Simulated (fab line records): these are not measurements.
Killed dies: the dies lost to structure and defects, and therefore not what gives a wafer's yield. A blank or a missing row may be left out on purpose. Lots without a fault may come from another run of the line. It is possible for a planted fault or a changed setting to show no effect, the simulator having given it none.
Matching of chambers + flow n5Finfet + rieDiel-06 running N5_DUMMY_REMOVAL_HM_STRIP_01: 4 sister chambers
The step strips SiNx in CH3F/O2, stops on poly-Si, target depth 4 nm, time 6.8 s. 16 wafers are shown with their chamber, then 8 later ones without.

== WAFERS WITH THEIR CHAMBER ==
| wafer  | chamber | throttleValvePct (%) | oesProductAu (a.u.) | showerheadPlenumPTorr (Torr) |
|--------|---------|----------------------|---------------------|------------------------------|
| L076.3 | 3       | 16.62                | 0.63                | 1.93                         |
| L076.4 | 2       | 16.35                | 0.59                | 2.08                         |
| L076.6 | 1       | 16.28                | 0.61                | 1.93                         |
| L078.1 | 1       | 16.29                | 0.61                | 1.93                         |
| L078.2 | 3       | 16.63                | 0.61                | 1.93                         |
| L078.3 | 2       | 16.37                | 0.60                | 2.07                         |
| L078.4 | 1       | 16.28                | 0.61                | 1.93                         |
| L078.5 | 3       | 16.62                | 0.61                | 1.93                         |
| L078.6 | 2       | 16.34                | 0.59                | 2.07                         |
| L081.1 | 1       | 16.30                | 0.61                | 1.92                         |
| L081.2 | 0       | 16.01                | 0.77                | 1.97                         |
| L081.3 | 3       | 16.64                | 0.61                | 1.92                         |
| L081.4 | 2       | 16.38                | 0.59                | 2.07                         |
| L081.5 | 2       | 16.37                | 0.59                | 2.07                         |
| L081.6 | 1       | 16.31                | 0.61                | 1.92                         |
| L084.1 | 3       | 16.65                | 0.60                | 1.92                         |

SIGNATURES, as means of the wafers listed above
| reading               | chamber 0 | chamber 1 | chamber 2 | chamber 3 | scatter within a chamber |
|-----------------------|-----------|-----------|-----------|-----------|--------------------------|
| throttleValvePct      | 16.0100   | 16.2920   | 16.3620   | 16.6320   | 0.0143                   |
| oesProductAu          | 0.7700    | 0.6100    | 0.5920    | 0.6120    | 0.00683                  |
| showerheadPlenumPTorr | 1.9700    | 1.9260    | 2.0720    | 1.9260    | 0.00516                  |
Rule: for a wafer and a chamber, the distance is found by dividing, reading by reading, the gap between the wafer's reading and the chamber's mean by the reading's scatter, squaring, summing and taking the root. If the next closest chamber is less than 2 further off than the closest, the wafer can't be placed; otherwise it belongs to the closest. The scatter is the square root of a quotient: the sum, over the shown wafers, of each reading's squared deviation from its chamber's mean, divided by wafers minus chambers.

== WAFERS MISSING THEIR CHAMBER ==
| wafer  | throttleValvePct (%) | oesProductAu (a.u.) | showerheadPlenumPTorr (Torr) |
|--------|----------------------|---------------------|------------------------------|
| L084.2 | 16.32                | 0.60                | 1.92                         |
| L084.3 | 16.39                | 0.59                | 2.07                         |
| L084.4 | 16.01                | 0.75                | 1.97                         |
| L084.5 | 16.30                | 0.60                | 1.92                         |
| L084.6 | 16.39                | 0.59                | 2.07                         |
| L087.1 | 16.41                | 0.58                | 2.07                         |
| L087.2 | 16.33                | 0.59                | 1.92                         |
| L087.5 | 16.05                | 0.72                | 1.96                         |

== CHAMBER TAKEN BY EACH ==
| wafer  | from the rows above | in truth |
|--------|---------------------|----------|
| L084.2 | 1                   | 1        |
| L084.3 | 2                   | 2        |
| L084.4 | 0                   | 0        |
| L084.5 | 1                   | 1        |
| L084.6 | 2                   | 2        |
| L087.1 | 2                   | 2        |
| L087.2 | 1                   | 1        |
| L087.5 | 0                   | 0        |
Placed correctly: 8 of 8. From these rows, 0 cannot be placed. Number placed wrongly: 0.
